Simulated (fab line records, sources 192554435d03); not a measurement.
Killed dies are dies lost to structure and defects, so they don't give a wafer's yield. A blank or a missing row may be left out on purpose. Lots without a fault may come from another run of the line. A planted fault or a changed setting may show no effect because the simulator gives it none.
Split-lot experiment | flow n5_finfet | 7 lots, 21 wafers read, on a route of 1938 steps

THE SPLIT
At N5_PASSIVATION_EXPOSE_27 (exposes mask PAD, defocus 0 nm), the setting dose_mj was moved away from the recipe's 32.3 on 9 of the 21 wafers read, by -6.9% to +5.5%. The other wafers ran this setting at the recipe's value.

FROM THE SPLIT TO THE READING: what the file shows between them, 3 steps
- N5_PASSIVATION_PEB_28
- N5_PASSIVATION_DEVELOP_29: develop time 60 s
- N5_PASSIVATION_HARDBAKE_31: time 120 s

THE READING
cd_nm, in nm, at N5_PASSIVATION_CD_MEAS_30 (target cd 4000 nm). Fault-free wafers of this fab line usually give 4000.1 nm, standard deviation 2.6 nm.

wafer  | tool, chamber at the split | dose_mj as run | against the recipe | cd_nm, nm | against lot-mates on the recipe
L078.1 | krf_scanner-02, 0          | 32.3           | recipe             | 3996.2    | -
L078.4 | krf_scanner-02, 0          | 33.73          | +4.4%              | 4005.4    | +9.2
L078.6 | krf_scanner-02, 0          | 33.73          | +4.4%              | 4004.4    | +8.2
L077.1 | krf_scanner-01, 0          | 32.3           | recipe             | 4001.3    | -
L077.2 | krf_scanner-01, 0          | 30.06          | -6.9%              | 3983.9    | -17.4
L077.5 | krf_scanner-01, 0          | 30.06          | -6.9%              | 3986.7    | -14.6
L086.2 | krf_scanner-02, 0          | 32.3           | recipe             | 4002.2    | -
L086.4 | krf_scanner-02, 0          | 32.3           | recipe             | 4001.5    | -
L086.5 | krf_scanner-02, 0          | 32.3           | recipe             | 4003.8    | -
L087.2 | krf_scanner-02, 0          | 32.3           | recipe             | 3999.1    | -
L087.3 | krf_scanner-02, 0          | 32.3           | recipe             | 4001.5    | -
L087.5 | krf_scanner-02, 0          | 33.18          | +2.7%              | 4006.4    | +6.1
L093.1 | krf_scanner-02, 0          | 34.07          | +5.5%              | 4009.5    | +9.5
L093.2 | krf_scanner-02, 0          | 32.3           | recipe             | 4000.0    | -
L093.6 | krf_scanner-02, 0          | 34.07          | +5.5%              | 4012.4    | +12.4
L094.3 | krf_scanner-01, 0          | 30.26          | -6.3%              | 3992.0    | -6.9
L094.4 | krf_scanner-01, 0          | 30.26          | -6.3%              | 3991.4    | -7.5
L094.5 | krf_scanner-01, 0          | 32.3           | recipe             | 3998.9    | -
L097.3 | krf_scanner-02, 0          | 32.3           | recipe             | 3997.3    | -
L097.4 | krf_scanner-02, 0          | 32.3           | recipe             | 4000.3    | -
L097.6 | krf_scanner-02, 0          | 32.3           | recipe             | 4002.4    | -

THE FIT
A straight line over all 21 wafers: cd_nm changes by +1.73 nm for each +1% of dose_mj; r = +0.94; the points scatter about the line by 2.5 nm.
The same after taking each lot's own level away (the mean of its wafers on the recipe; 21 wafers): +1.87 nm for each +1%; r = +0.96; scatter 2.2 nm.
On that fit, the largest move of dose_mj shifts the reading by 13 nm.
The lots' own levels span 3996.20 to 4002.50 nm, that is 2.4 times the standard deviation above.
So the lot-to-lot level changes the slope little: the two slopes agree.
Check: with one of the wafers moved furthest among these (-6.9%) left out of the fit, the line predicts -11.4 nm for it against its lot-mates. It came out at -17.4 nm against them.

OTHER SPLITS ON THESE WAFERS
These wafers also went through other splits before the reading. Each is held against what the fit with the lots' levels taken away leaves over:
other split on the same wafers         | wafers away from the commonest value | r with cd_nm (lot level and that fit taken away)
N5_BEOL_M12_EXPOSE_07 dose_mj          | 6                                    | +0.20
N5_BEOL_M13_SPUTTER_44 time_s          | 6                                    | +0.06
N5_BEOL_M15_TRENCH_ETCH_34 bias_w      | 8                                    | +0.28
N5_MIM_BOT_SPUTTER_00 time_s           | 8                                    | -0.07
N5_MIM_TOP_ALD_01 ald_cycles           | 8                                    | +0.22
N5_PASSIVATION_SPUTTER_20 target_thk_a | 10                                   | -0.08

THE FILE'S OWN FIT
cd_nm changes by +1.88 nm for each +1% of dose_mj, r = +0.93.
